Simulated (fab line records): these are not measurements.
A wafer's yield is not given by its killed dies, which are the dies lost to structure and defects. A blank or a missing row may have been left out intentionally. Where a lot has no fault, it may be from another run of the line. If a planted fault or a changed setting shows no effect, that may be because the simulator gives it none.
Chamber matching + flow nand-harc + 3 sister chambers for NHARC_A_STAIRCASE_DEP_471 on pecvd-02
The step deposits SiO2, target thk 100 nm. 30 wafers are shown with their chamber, then 12 later ones without.

== WAFERS PAIRED WITH THEIR CHAMBERS ==
| wafer  | chamber | throttle-valve-pct (%) | heater-power-w (W) | susceptor-temp-C (C) |
|--------|---------|------------------------|--------------------|----------------------|
| L075.2 | 0       | 15.6                   | 394                | 400.44               |
| L075.4 | 1       | 16.2                   | 586                | 400.08               |
| L075.6 | 2       | 15.3                   | 579                | 400.10               |
| L077.1 | 0       | 15.3                   | 422                | 399.76               |
| L077.3 | 1       | 16.1                   | 569                | 399.64               |
| L077.4 | 2       | 15.2                   | 623                | 399.87               |
| L079.2 | 2       | 15.4                   | 560                | 400.29               |
| L079.5 | 0       | 15.3                   | 398                | 400.49               |
| L079.6 | 2       | 15.4                   | 554                | 400.05               |
| L078.1 | 2       | 15.2                   | 620                | 399.81               |
| L078.5 | 2       | 15.3                   | 650                | 400.15               |
| L078.6 | 1       | 16.3                   | 573                | 400.12               |
| L080.1 | 1       | 16.3                   | 539                | 399.77               |
| L080.2 | 2       | 15.3                   | 507                | 399.88               |
| L080.3 | 0       | 15.5                   | 414                | 399.99               |
| L084.1 | 0       | 15.7                   | 426                | 399.92               |
| L084.3 | 1       | 16.2                   | 581                | 399.73               |
| L084.6 | 0       | 15.7                   | 434                | 400.07               |
| L086.4 | 1       | 16.5                   | 575                | 400.40               |
| L086.5 | 2       | 15.5                   | 630                | 400.53               |
| L086.6 | 0       | 15.5                   | 429                | 399.88               |
| L088.1 | 1       | 16.6                   | 526                | 399.90               |
| L088.3 | 0       | 15.8                   | 351                | 400.00               |
| L088.5 | 1       | 16.4                   | 512                | 400.04               |
| L090.1 | 2       | 15.4                   | 509                | 400.02               |
| L090.4 | 0       | 16.0                   | 387                | 399.92               |
| L090.6 | 1       | 16.4                   | 551                | 400.22               |
| L087.3 | 1       | 16.5                   | 541                | 400.19               |
| L087.5 | 0       | 15.6                   | 405                | 400.17               |
| L087.6 | 1       | 16.2                   | 533                | 400.02               |

SIGNATURES, as means of the wafers listed above
| reading            | chamber 0 | chamber 1 | chamber 2 | scatter within a chamber |
|--------------------|-----------|-----------|-----------|--------------------------|
| throttle-valve-pct | 15.600    | 16.336    | 15.333    | 0.166                    |
| heater-power-w     | 406.00    | 553.27    | 581.33    | 35.5                     |
| susceptor-temp-C   | 400.0640  | 400.0100  | 400.0778  | 0.232                    |
Rule: distance of a wafer from a chamber = root of the sum over the readings of ((wafer's reading minus chamber's mean) / reading's scatter) squared. The wafer belongs to the nearest chamber; if the next one is less than 2 further off, it can't be placed. The scatter is the square root of a quotient: the sum, over the shown wafers, of each reading's squared deviation from its chamber's mean, divided by wafers minus chambers.

== WAFERS WHOSE CHAMBER IS MISSING ==
| wafer  | throttle-valve-pct (%) | heater-power-w (W) | susceptor-temp-C (C) |
|--------|------------------------|--------------------|----------------------|
| L092.1 | 16.4                   | 588                | 399.86               |
| L092.3 | 15.2                   | 583                | 399.87               |
| L092.5 | 15.3                   | 427                | 400.40               |
| L091.2 | 14.8                   | 652                | 400.15               |
| L091.5 | 15.3                   | 657                | 400.31               |
| L091.6 | 15.8                   | 428                | 399.92               |
| L095.1 | 16.3                   | 554                | 400.13               |
| L095.2 | 15.4                   | 410                | 399.83               |
| L095.6 | 15.6                   | 411                | 400.21               |
| L097.3 | 15.1                   | 577                | 400.68               |
| L097.4 | 15.2                   | 586                | 400.08               |
| L097.6 | 16.4                   | 457                | 399.89               |

== CHAMBER TAKEN BY EACH ==
| wafer  | from the rows above | in truth                   |
|--------|---------------------|----------------------------|
| L092.1 | 1                   | 1                          |
| L092.3 | 2                   | 2                          |
| L092.5 | 0                   | 0                          |
| L091.2 | 2                   | 2                          |
| L091.5 | 2                   | 2                          |
| L091.6 | 0                   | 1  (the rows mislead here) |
| L095.1 | 1                   | 1                          |
| L095.2 | 0                   | 0                          |
| L095.6 | 0                   | 0                          |
| L097.3 | 2                   | 2                          |
| L097.4 | 2                   | 2                          |
| L097.6 | 1                   | 1                          |
Correct placement for 11 of the 12. Can't be placed from these rows: 0. Placed wrongly: 1.
